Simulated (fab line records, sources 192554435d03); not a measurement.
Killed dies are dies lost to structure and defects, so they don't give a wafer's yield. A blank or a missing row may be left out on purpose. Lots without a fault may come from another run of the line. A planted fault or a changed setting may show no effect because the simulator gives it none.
A struck lot beside a sound one | flow n5_finfet | 16 steps out of a route of 1938
Sound: wafers L441.4, L441.5, L441.6. Struck: wafers L446.2, L446.3, L446.6. The cause comes at the end.
At each step with rows: each side's tool, then ch and its chambers, then its first start. Under that, the readings that differ: sound wafers | struck wafers | difference of the means | sigmas: that difference in standard deviations of wafers without a fault.
alike: readings whose means differ by less than 2 such deviations, and words and numbers that are the same on both sides. not compared: withheld readings, readings that some wafer has no value for, bounds like >300 that may hide the same value, and numbers for which the record gives no deviation and whose values overlap.
The two part at a step that has a row with sigmas, a row that says differs or no value, or rows on one side only. Numbers that don't overlap but have no deviation are shown without sigmas and don't part them. A reading that every wafer of one side lacks parts them only if that side has two wafers or more.

first, 8 steps without rows for these wafers: N5_HKMG_FIN_COAT_29 (time 60 s, resist thk 300 nm); N5_HKMG_FIN_COAT_30 (time 60 s, resist thk 35 nm); N5_HKMG_FIN_COAT_06 (resist thk 90 nm); N5_HKMG_FIN_EBR_08; N5_HKMG_FIN_SOFTBAKE_07 (time 60 s); N5_HKMG_FIN_EXPOSE_09 (exposes mask NWFM); N5_HKMG_FIN_PEB_10 (peb time 60 s); N5_HKMG_FIN_DEVELOP_11 (develop time 30 s).
N5_HKMG_FIN_CD_MEAS_12: target cd 92.8 nm.
  sound on cd_sem-02 ch 0, day 4 08:58; struck on cd_sem-02 ch 0, day 5 17:22
  alike: cd_nm
N5_HKMG_FIN_OVL_MEAS_13:
  sound on overlay-02 ch 0, day 4 08:59; struck on overlay-01 ch 0, day 5 17:24
  alike: NWFM_OVL
N5_HKMG_FIN_INSPECT_14: inspects for defects (macro).
  sound on defect_inspect-02, day 4 09:01; struck on defect_inspect-01, day 5 17:25
  alike: raw_defect_count
N5_HKMG_FIN_DESCUM_17: chemistry O2, time 7.9 s.
  sound on rie_diel-02 ch 1,2, day 4 09:02; struck on rie_diel-02 ch 2,3, day 5 17:28
  alike: bias_power_w, drypump_motor_current_A, oes_product_au, rf_vpp_V, showerhead_plenum_p_Torr, temp_c, throttle_valve_pct
  not compared: rf_hours_counter_h
N5_HKMG_FIN_ETCH_31: etches SiARC in CF4, target depth 45.5 nm, time 75.8 s.
  sound on rie_diel-02 ch 1,2, day 4 09:05; struck on rie_diel-02 ch 2,3, day 5 17:29
  reading      | sound             | struck            | difference | sigmas
  bias_w (W)   | 35.99 35.81 36.02 | 37.85 37.90 37.74 | +1.89      | +17
  rf_vpp_V (V) | 184.2 184.1 183.0 | 188.3 188.7 189.8 | +5.2       | +6
  alike: drypump_motor_current_A, etch_rf_on_time_s, oes_product_au, showerhead_plenum_p_Torr, throttle_valve_pct
  not compared: rf_hours_counter_h
N5_HKMG_FIN_ETCH_32: etches SOC in N2/H2, target depth 240 nm, time 300 s.
  sound on rie_diel-02 ch 1,2, day 4 09:08; struck on rie_diel-02 ch 2,3, day 5 17:33
  alike: bias_w, drypump_motor_current_A, oes_product_au, rf_vpp_V, showerhead_plenum_p_Torr, temp_c, throttle_valve_pct
  not compared: rf_hours_counter_h
-- the record jumps here: 4 days lie between the struck wafers' starts before and after (it left off in module HKMG_FIN and takes up again in module BEOL_M4, whose first step shown is number 1111 of the route) --
N5_BEOL_M4_RC_MEAS_101:
  sound on prober-01 ch 0, day 8 03:38; struck on prober-02 ch 0, day 9 16:24
  reading   | sound             | struck            | difference | sigmas
  VT_N (mV) | 258.0 254.3 257.9 | 252.2 251.6 247.7 | -6.2       | -2
  alike: DIBL_N, DIBL_P, IOFF_N, IOFF_P, ION_N, ION_P, SS_N, SS_P, VT_P
then, 1 step without rows for these wafers: N5_PASSIVATION_PROBE_49.

WHERE THEY PART
First at N5_HKMG_FIN_ETCH_31; last, within this record, at N5_BEOL_M4_RC_MEAS_101.

WHY: what the simulator had put in
Process parameter drift: rie_diel-02, from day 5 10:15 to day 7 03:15, at N5_HKMG_FIN_ETCH_31. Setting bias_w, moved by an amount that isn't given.
